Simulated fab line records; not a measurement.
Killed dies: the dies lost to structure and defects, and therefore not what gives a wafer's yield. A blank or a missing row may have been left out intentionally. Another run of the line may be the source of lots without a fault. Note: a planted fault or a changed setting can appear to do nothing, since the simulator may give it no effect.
Which tool is to blame?	flow n5 finfet	Sampling: 9 lots, 26 wafers, 5 of 1938 route steps

== WHAT THE GAUGES SHOWED, per wafer ==
N5_BEOL_M4_RC_MEAS_101. Usual: DIBL_N 36.5 mV/V, standard deviation 2.1; DIBL_P 36.6 mV/V, standard deviation 2.6; IOFF_N 0.17 nA/um, standard deviation 0.044; IOFF_P 0.21 nA/um, standard deviation 0.048; ION_N 674 uA/um, standard deviation 17; ION_P 462 uA/um, standard deviation 9.5; SS_N 71.6 mV/dec, standard deviation 0.77; SS_P 73.5 mV/dec, standard deviation 0.72; VT_N 250 mV, standard deviation 4.2; VT_P -250 mV, standard deviation 3.9.
lot	measured	on	DIBL_N (mV/V)	DIBL_P (mV/V)	IOFF_N (nA/um)	IOFF_P (nA/um)	ION_N (uA/um)	ION_P (uA/um)	SS_N (mV/dec)	SS_P (mV/dec)	VT_N (mV)	VT_P (mV)	flag
L198	day 11 10:42	prober-02	35.6 36.0 32.7	36.7 35.2 32.9	0.16 0.15 0.11	0.20 0.17 0.16	667 651 653	461 445 454	71.5 72.3 70.0	73.4 73.0 73.2	247 253 254	-250 -253 -254	
L197	day 11 17:02	prober-02	35.0 42.0 34.9	34.2 43.0 33.9	0.13 0.28 0.13	0.15 0.29 0.16	644 704 676	440 470 457	71.1 73.0 71.1	72.1 74.2 73.0	253 241 249	-258 -251 -253	
L196	day 11 21:37	prober-01	39.1 37.9 34.6	39.4 39.1 33.8	0.21 0.18 0.12	0.24 0.23 0.17	694 666 664	469 461 457	72.9 72.4 70.8	74.1 73.7 73.6	247 250 255	-248 -251 -254	
L200	day 12 06:16	prober-01	37.4 37.1 35.6	37.5 36.5 34.6	0.16 0.14 0.12	0.22 0.21 0.18	680 658 665	464 465 464	71.7 72.3 71.1	73.9 73.2 72.7	251 254 255	-249 -248 -251	
L203	day 13 00:13	prober-01	38.7 38.1 36.4	38.6 38.9 36.6	0.21 0.21 0.16	0.25 0.25 0.21	703 696 677	473 480 455	71.7 71.5 70.9	74.1 73.7 73.3	243 244 248	-249 -248 -250	
L206	day 14 08:44	prober-01	35.4 36.4 34.7	36.2 38.3 35.6	0.16 0.19 0.14	0.21 0.23 0.19	656 682 649	459 465 455	71.1 71.7 71.7	74.2 74.2 73.3	251 247 253	-250 -251 -250	
L210	day 14 19:44	prober-01	37.5 36.8 38.7	38.9 37.7 40.5	0.19 0.17 0.22	0.24 0.23 0.26	684 680 683	467 472 461	71.8 72.5 72.5	73.3 73.1 73.6	248 249 247	-251 -248 -246	
L212	day 15 03:29	prober-02	34.4 37.4	33.6 37.9	0.13 0.18	0.17 0.24	667 679	457 468	70.5 71.6	72.3 73.5	250 250	-251 -246	
L213	day 15 13:25	prober-01	34.9 37.3 35.3	36.2 38.6 35.4	0.12 0.16 0.13	0.17 0.21 0.16	664 671 666	459 469 453	71.3 71.8 71.5	73.3 74.0 72.8	257 252 255	-256 -251 -258	

N5_BEOL_M11_INSPECT_58: inspects for defects (darkfield). Usual: raw defect count 77, standard deviation 28.
lot	measured	on	raw defect count	flag
L198	day 14 03:12	defect inspect-01	79 52 38	
L197	day 14 21:05	defect inspect-01	64 35 65	
L196	day 14 11:34	defect inspect-01	73 71 54	
L200	day 14 22:47	defect inspect-02	62 58 82	
L203	day 15 19:34	defect inspect-01	86 67 111	
L206	day 18 00:22	defect inspect-02	89 82 128	
L210	day 18 00:06	defect inspect-01	53 66 54	
L212	day 18 03:01	defect inspect-01	86 168	
L213	day 18 14:28	defect inspect-02	84 116 80	

N5_BEOL_M12_OVL_MEAS_11. Usual: V11_OVL gives -1 nm (standard deviation 6.1).
lot	measured	on	V11_OVL (nm)	flag
L198	day 14 03:42	overlay-02	-3 -2 -7	
L197	day 14 21:43	overlay-01	3 -7 7	
L196	day 14 12:07	overlay-02	-11 0 3	
L200	day 14 23:17	overlay-02	5 13 8	
L203	day 15 20:12	overlay-01	-2 -1 -6	
L206	day 18 01:05	overlay-02	34 40 41	OFF
L210	day 18 01:03	overlay-01	39 35 38	OFF
L212	day 18 03:31	overlay-02	26 29	OFF
L213	day 18 14:58	overlay-02	39 42 45	OFF

== WHAT TOOL EACH LOT RAN ON (gives the tool, then ch and the chambers of the sampled wafers, and finally the start) ==
lot	N5_BEOL_M11_STRIP_36	N5_BEOL_M12_EXPOSE_07
L198	rie diel-02 ch 0,3, day 14 00:05	krf scanner-02 ch 0, day 14 03:30
L197	rie diel-03 ch 0,2,3, day 14 18:07	krf scanner-01 ch 0, day 14 21:31
L196	rie diel-06 ch 0,3, day 14 08:53	krf scanner-02 ch 0, day 14 11:55
L200	rie diel-02 ch 0,2, day 14 19:49	krf scanner-01 ch 0, day 14 23:05
L203	rie diel-02 ch 1,2,3, day 15 15:19	krf scanner-02 ch 0, day 15 19:59
L206	rie diel-06 ch 1,2,3, day 17 21:42	krf scanner-02 ch 0, day 18 00:53
L210	rie diel-06 ch 1,2,3, day 17 21:14	krf scanner-02 ch 0, day 18 00:52
L212	rie diel-06 ch 1,3, day 17 23:23	krf scanner-02 ch 0, day 18 03:19
L213	rie diel-03 ch 0,1,2, day 18 11:35	krf scanner-02 ch 0, day 18 14:46
- N5_BEOL_M11_STRIP_36: strips in N2/H2.
- N5_BEOL_M12_EXPOSE_07: exposes mask V11.

== WHAT THE TOOLS THEMSELVES READ (means of the sampled wafers that have a number; where no wafer has one, the mark that the record gives instead) ==
N5_BEOL_M11_STRIP_36. Usual: bias power w 7.004 W (standard deviation 0.021); chamber pressure mTorr 19.99 mTorr (standard deviation 0.039); drypump motor current A 5.59 A (standard deviation 0.28); oes product au 0.78 a.u. (standard deviation 0.066); rf vpp V 59.2 V (standard deviation 2); showerhead plenum p Torr 2.50 Torr (standard deviation 0.091); throttle valve pct 23.60 % (standard deviation 0.28).
lot	tool	bias power w (W)	chamber pressure mTorr (mTorr)	drypump motor current A (A)	oes product au (a.u.)	rf vpp V (V)	showerhead plenum p Torr (Torr)	throttle valve pct (%)	flag
L198	rie diel-02	6.997	20.01	5.61	0.72	57.9	2.41	23.62	
L197	rie diel-03	7.001	19.99	5.44	0.82	59.0	2.61	23.88	
L196	rie diel-06	6.996	20.01	5.71	0.74	60.2	2.49	23.54	
L200	rie diel-02	6.988	20.00	5.52	0.75	60.6	2.47	23.71	
L203	rie diel-02	7.005	19.94	5.54	0.73	59.4	2.51	23.55	
L206	rie diel-06	7.005	20.03	5.68	0.83	56.8	2.45	23.55	
L210	rie diel-06	7.014	19.99	5.69	0.82	58.2	2.45	23.52	
L212	rie diel-06	7.030	20.04	5.58	0.87	61.0	2.51	23.34	
L213	rie diel-03	6.997	19.99	5.95	0.81	59.2	2.56	23.64	

== THE ANSWER, worked out from the rows above alone ==
Rule: a lot is off if the mean of its wafers that have a number lies more than 3 standard deviations from the usual mean. A lot without any number at a reading at which 4 lots or more have one is off too. Any other lot the step has rows for is counted as sound. First the gauges in route order, then the tools' own readings, where a lot's mean is used as printed above. At the first step where some lot is off, the reading lying furthest off is the one used; lots without a number count as furthest.
Off: L206, L210, L212, L213, seen at N5_BEOL_M12_OVL_MEAS_11 (V11_OVL).
If a tool, at a process step before that reading, ran all the lots that are off and no sound lot after the first of them, it fits. Gauges at N5_BEOL_M12_OVL_MEAS_11: tried the same way as those tools. One fits: N5_BEOL_M12_EXPOSE_07 on krf scanner-02. Its last sound lot is L203 (day 15 19:59), its first lot that is off L210 (day 18 00:52): a fault that began between those two fits.

== WHAT THE SIMULATOR HAD INSERTED ==
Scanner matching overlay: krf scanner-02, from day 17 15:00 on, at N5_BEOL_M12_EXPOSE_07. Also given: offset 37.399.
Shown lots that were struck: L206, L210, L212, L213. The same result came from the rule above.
